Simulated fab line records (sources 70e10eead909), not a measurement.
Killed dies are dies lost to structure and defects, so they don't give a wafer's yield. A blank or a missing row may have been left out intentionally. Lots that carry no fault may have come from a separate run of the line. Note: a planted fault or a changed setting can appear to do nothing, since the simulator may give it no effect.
The tool behind it: which one? || flow nandHarc || 37 wafers from 13 lots sampled at 5 of the route's 1302 steps

WHAT EACH GAUGE READ, for each wafer
NHARC_END_SORT_01. Usual: killedAtArray 56, standard deviation 19; killedAtOther 1.0, standard deviation 1.5; killedAtPeriphery 3.4, standard deviation 2.4; killedDies 60, standard deviation 19; killedOpen 3.3, standard deviation 1.8; killedShort 2.4, standard deviation 1.7.
{"lot": "L942", "measured": "day 30 15:17", "on": "prober-02", "killedAtArray": "51 52", "killedAtOther": "0 0", "killedAtPeriphery": "2 2", "killedDies": "53 54", "killedOpen": "2 1", "killedShort": "1 0", "flag": ""}
{"lot": "L946", "measured": "day 32 03:55", "on": "prober-01", "killedAtArray": "66 68 69", "killedAtOther": "3 3 2", "killedAtPeriphery": "0 6 2", "killedDies": "69 77 73", "killedOpen": "0 3 1", "killedShort": "1 3 4", "flag": ""}

WHICH TOOL RAN EACH LOT (tool, then ch and the chambers of the sampled wafers, then the start)
{"lot": "L929", "NHARC_A_CONTACT_ETCH_30": "rieDiel-04 ch 0,1,3, day 22 16:52 or earlier", "NHARC_A_CONTACT_ETCH_134": "harCapEtch-02 ch 0,1, day 22 16:52", "NHARC_A_CONTACT_ETCH_138": "harCapEtch-02 ch 0,1, day 22 17:53", "NHARC_A_CONTACT_ALD_18": "aldMetal-01 ch 1,2, day 22 19:53"}
{"lot": "L928", "NHARC_A_CONTACT_ETCH_30": "rieDiel-12 ch 0,1,2, day 22 21:18 or earlier", "NHARC_A_CONTACT_ETCH_134": "harCapEtch-03 ch 0,1, day 22 21:18", "NHARC_A_CONTACT_ETCH_138": "harCapEtch-03 ch 0,1, day 22 22:19", "NHARC_A_CONTACT_ALD_18": "aldMetal-02 ch 0,1, day 23 00:47"}
{"lot": "L930", "NHARC_A_CONTACT_ETCH_30": "rieDiel-12 ch 0,2,3, day 23 04:47 or earlier", "NHARC_A_CONTACT_ETCH_134": "harCapEtch-03 ch 0,1, day 23 04:47", "NHARC_A_CONTACT_ETCH_138": "harCapEtch-03 ch 0,1, day 23 05:47", "NHARC_A_CONTACT_ALD_18": "aldMetal-04 ch 0,1,2, day 23 07:47"}
{"lot": "L932", "NHARC_A_CONTACT_ETCH_30": "rieDiel-12 ch 0,3, day 24 13:43 or earlier", "NHARC_A_CONTACT_ETCH_134": "harCapEtch-03 ch 0,1, day 24 13:43", "NHARC_A_CONTACT_ETCH_138": "harCapEtch-03 ch 0,1, day 24 14:44", "NHARC_A_CONTACT_ALD_18": "aldMetal-02 ch 1,3, day 24 16:44"}
{"lot": "L934", "NHARC_A_CONTACT_ETCH_30": "rieDiel-04 ch 0,1,2, day 25 04:38 or earlier", "NHARC_A_CONTACT_ETCH_134": "harCapEtch-01 ch 0,1, day 25 04:38", "NHARC_A_CONTACT_ETCH_138": "harCapEtch-01 ch 0,1, day 25 05:39", "NHARC_A_CONTACT_ALD_18": "aldMetal-02 ch 1,2,3, day 25 08:28"}
{"lot": "L936", "NHARC_A_CONTACT_ETCH_30": "rieDiel-07 ch 0,1,3, day 26 04:24 or earlier", "NHARC_A_CONTACT_ETCH_134": "harCapEtch-03 ch 0,1, day 26 04:24", "NHARC_A_CONTACT_ETCH_138": "harCapEtch-03 ch 0,1, day 26 05:26", "NHARC_A_CONTACT_ALD_18": "aldMetal-01 ch 0,1, day 26 07:27"}
{"lot": "L943", "NHARC_A_CONTACT_ETCH_30": "rieDiel-04 ch 0,1,2, day 27 20:29 or earlier", "NHARC_A_CONTACT_ETCH_134": "harCapEtch-01 ch 0,1, day 27 20:29", "NHARC_A_CONTACT_ETCH_138": "harCapEtch-01 ch 0,1, day 27 21:31", "NHARC_A_CONTACT_ALD_18": "aldMetal-04 ch 0,1,3, day 27 23:26"}
{"lot": "L942", "NHARC_A_CONTACT_ETCH_30": "rieDiel-12 ch 1,2, day 28 13:08 or earlier", "NHARC_A_CONTACT_ETCH_134": "harCapEtch-01 ch 0, day 28 13:08", "NHARC_A_CONTACT_ETCH_138": "harCapEtch-01 ch 0, day 28 14:11", "NHARC_A_CONTACT_ALD_18": "aldMetal-02 ch 1,3, day 28 16:14"}
{"lot": "L944", "NHARC_A_CONTACT_ETCH_30": "rieDiel-12 ch 0,2, day 29 03:11 or earlier", "NHARC_A_CONTACT_ETCH_134": "harCapEtch-03 ch 0,1, day 29 03:11", "NHARC_A_CONTACT_ETCH_138": "harCapEtch-03 ch 0,1, day 29 04:22", "NHARC_A_CONTACT_ALD_18": "aldMetal-02 ch 2,3, day 29 06:22"}
{"lot": "L945", "NHARC_A_CONTACT_ETCH_30": "rieDiel-04 ch 0,2,3, day 30 00:28 or earlier", "NHARC_A_CONTACT_ETCH_134": "harCapEtch-01 ch 0,1, day 30 00:28", "NHARC_A_CONTACT_ETCH_138": "harCapEtch-01 ch 0,1, day 30 01:29", "NHARC_A_CONTACT_ALD_18": "aldMetal-02 ch 0,1, day 30 03:28"}
{"lot": "L946", "NHARC_A_CONTACT_ETCH_30": "rieDiel-12 ch 0,2,3, day 30 01:47 or earlier", "NHARC_A_CONTACT_ETCH_134": "harCapEtch-02 ch 0,1, day 30 01:47", "NHARC_A_CONTACT_ETCH_138": "harCapEtch-02 ch 0,1, day 30 02:48", "NHARC_A_CONTACT_ALD_18": "aldMetal-04 ch 0,1,3, day 30 04:49"}
{"lot": "L948", "NHARC_A_CONTACT_ETCH_30": "rieDiel-12 ch 0,1, day 30 07:09 or earlier", "NHARC_A_CONTACT_ETCH_134": "harCapEtch-01 ch 0,1, day 30 07:09", "NHARC_A_CONTACT_ETCH_138": "harCapEtch-01 ch 0,1, day 30 08:10", "NHARC_A_CONTACT_ALD_18": "aldMetal-04 ch 1,2,3, day 30 10:37"}
{"lot": "L949", "NHARC_A_CONTACT_ETCH_30": "rieDiel-04 ch 0,1, day 30 17:02 or earlier", "NHARC_A_CONTACT_ETCH_134": "harCapEtch-01 ch 0, day 30 17:02", "NHARC_A_CONTACT_ETCH_138": "harCapEtch-01 ch 0, day 30 18:04", "NHARC_A_CONTACT_ALD_18": "aldMetal-01 ch 1,3, day 30 20:09"}
- NHARC_A_CONTACT_ETCH_30: etches the open film in CF4/CHF3, target depth 72.6 nm, time 36.3 s.
- NHARC_A_CONTACT_ETCH_134: etches the open film in C4F8/O2/Ar, time 140 s, target depth 700 nm.
- NHARC_A_CONTACT_ETCH_138: etches the open film in C4F8/O2/Ar, time 311 s, target depth 1914 nm.
- NHARC_A_CONTACT_ALD_18: deposits TiN, target thk 3 nm, pulse time 1 s, ald cycles 150.

AS READ BY THE TOOLS THEMSELVES (means over the sampled wafers that have a number; for cases with no such wafer, the mark the record gives instead)
NHARC_A_CONTACT_ETCH_30. Usual: drypumpMotorCurrentA 5.8 A, standard deviation 0.47; oesProductAu 0.936 a.u., standard deviation 0.02; rfVppV 370.9 V, standard deviation 2.4; showerheadPlenumPTorr 1.58 Torr, standard deviation 0.066; throttleValvePct 16.803 %, standard deviation 0.0097.
{"lot": "L929", "tool": "rieDiel-04", "drypumpMotorCurrentA (A)": 5.2, "oesProductAu (a.u.)": 0.924, "rfVppV (V)": 368.1, "showerheadPlenumPTorr (Torr)": 1.50, "throttleValvePct (%)": 16.803, "flag": ""}
{"lot": "L928", "tool": "rieDiel-12", "drypumpMotorCurrentA (A)": 5.8, "oesProductAu (a.u.)": 0.973, "rfVppV (V)": 372.2, "showerheadPlenumPTorr (Torr)": 1.59, "throttleValvePct (%)": 16.803, "flag": ""}
{"lot": "L930", "tool": "rieDiel-12", "drypumpMotorCurrentA (A)": 6.0, "oesProductAu (a.u.)": 0.972, "rfVppV (V)": 370.7, "showerheadPlenumPTorr (Torr)": 1.58, "throttleValvePct (%)": 16.803, "flag": ""}
{"lot": "L932", "tool": "rieDiel-12", "drypumpMotorCurrentA (A)": 6.2, "oesProductAu (a.u.)": 0.922, "rfVppV (V)": 371.6, "showerheadPlenumPTorr (Torr)": 1.58, "throttleValvePct (%)": 16.800, "flag": ""}
{"lot": "L934", "tool": "rieDiel-04", "drypumpMotorCurrentA (A)": 5.4, "oesProductAu (a.u.)": 0.931, "rfVppV (V)": 370.3, "showerheadPlenumPTorr (Torr)": 1.56, "throttleValvePct (%)": 16.798, "flag": ""}
{"lot": "L936", "tool": "rieDiel-07", "drypumpMotorCurrentA (A)": 5.9, "oesProductAu (a.u.)": 0.932, "rfVppV (V)": 367.9, "showerheadPlenumPTorr (Torr)": 1.52, "throttleValvePct (%)": 16.805, "flag": ""}
{"lot": "L943", "tool": "rieDiel-04", "drypumpMotorCurrentA (A)": 5.4, "oesProductAu (a.u.)": 0.925, "rfVppV (V)": 370.7, "showerheadPlenumPTorr (Torr)": 1.56, "throttleValvePct (%)": 16.812, "flag": ""}
{"lot": "L942", "tool": "rieDiel-12", "drypumpMotorCurrentA (A)": 5.7, "oesProductAu (a.u.)": 0.962, "rfVppV (V)": 371.9, "showerheadPlenumPTorr (Torr)": 1.60, "throttleValvePct (%)": 16.792, "flag": ""}
{"lot": "L944", "tool": "rieDiel-12", "drypumpMotorCurrentA (A)": 5.8, "oesProductAu (a.u.)": 0.976, "rfVppV (V)": 369.9, "showerheadPlenumPTorr (Torr)": 1.56, "throttleValvePct (%)": 16.791, "flag": ""}
{"lot": "L945", "tool": "rieDiel-04", "drypumpMotorCurrentA (A)": 5.6, "oesProductAu (a.u.)": 0.931, "rfVppV (V)": 369.3, "showerheadPlenumPTorr (Torr)": 1.56, "throttleValvePct (%)": 16.799, "flag": ""}
{"lot": "L946", "tool": "rieDiel-12", "drypumpMotorCurrentA (A)": 6.0, "oesProductAu (a.u.)": 0.922, "rfVppV (V)": 371.0, "showerheadPlenumPTorr (Torr)": 1.58, "throttleValvePct (%)": 16.812, "flag": ""}
{"lot": "L948", "tool": "rieDiel-12", "drypumpMotorCurrentA (A)": 6.0, "oesProductAu (a.u.)": 0.925, "rfVppV (V)": 372.5, "showerheadPlenumPTorr (Torr)": 1.59, "throttleValvePct (%)": 16.810, "flag": ""}
{"lot": "L949", "tool": "rieDiel-04", "drypumpMotorCurrentA (A)": 5.0, "oesProductAu (a.u.)": 0.919, "rfVppV (V)": 370.8, "showerheadPlenumPTorr (Torr)": 1.55, "throttleValvePct (%)": 16.810, "flag": ""}

NHARC_A_CONTACT_ALD_18. Usual: heaterPowerW 1057 W, standard deviation 97; precursorPulseHeightRel 0.998, standard deviation 0.017.
{"lot": "L929", "tool": "aldMetal-01", "heaterPowerW (W)": 1088, "precursorPulseHeightRel": 1.004, "flag": ""}
{"lot": "L928", "tool": "aldMetal-02", "heaterPowerW (W)": 1063, "precursorPulseHeightRel": 0.997, "flag": ""}
{"lot": "L930", "tool": "aldMetal-04", "heaterPowerW (W)": 1094, "precursorPulseHeightRel": 0.990, "flag": ""}
{"lot": "L932", "tool": "aldMetal-02", "heaterPowerW (W)": 1017, "precursorPulseHeightRel": 1.007, "flag": ""}
{"lot": "L934", "tool": "aldMetal-02", "heaterPowerW (W)": 1017, "precursorPulseHeightRel": 0.990, "flag": ""}
{"lot": "L936", "tool": "aldMetal-01", "heaterPowerW (W)": 1127, "precursorPulseHeightRel": 0.985, "flag": ""}
{"lot": "L943", "tool": "aldMetal-04", "heaterPowerW (W)": 997, "precursorPulseHeightRel": 0.984, "flag": ""}
{"lot": "L942", "tool": "aldMetal-02", "heaterPowerW (W)": 1035, "precursorPulseHeightRel": 1.018, "flag": ""}
{"lot": "L944", "tool": "aldMetal-02", "heaterPowerW (W)": 1026, "precursorPulseHeightRel": 0.984, "flag": ""}
{"lot": "L945", "tool": "aldMetal-02", "heaterPowerW (W)": 1075, "precursorPulseHeightRel": 0.998, "flag": ""}
{"lot": "L946", "tool": "aldMetal-04", "heaterPowerW (W)": 1024, "precursorPulseHeightRel": 0.998, "flag": ""}
{"lot": "L948", "tool": "aldMetal-04", "heaterPowerW (W)": 993, "precursorPulseHeightRel": 0.995, "flag": ""}
{"lot": "L949", "tool": "aldMetal-01", "heaterPowerW (W)": 1053, "precursorPulseHeightRel": 0.994, "flag": ""}

THE ANSWER, worked out from the rows above alone
Rule: take the mean of a lot's wafers that have a number; if it is more than 3 standard deviations from the usual mean, the lot is off. Also off: a lot with no number at a reading for which 4 or more lots have one. Any other lot the step has rows for is counted as sound. The gauges are gone through in route order, then the tools' own readings, and for those a lot's mean is taken as printed above. At the first step where some lot is off, the reading lying furthest off is the one used; lots without a number count as furthest.
No lot is off on any of the readings shown, so nothing can be concluded from this.

WHAT THE SIMULATOR PUT IN
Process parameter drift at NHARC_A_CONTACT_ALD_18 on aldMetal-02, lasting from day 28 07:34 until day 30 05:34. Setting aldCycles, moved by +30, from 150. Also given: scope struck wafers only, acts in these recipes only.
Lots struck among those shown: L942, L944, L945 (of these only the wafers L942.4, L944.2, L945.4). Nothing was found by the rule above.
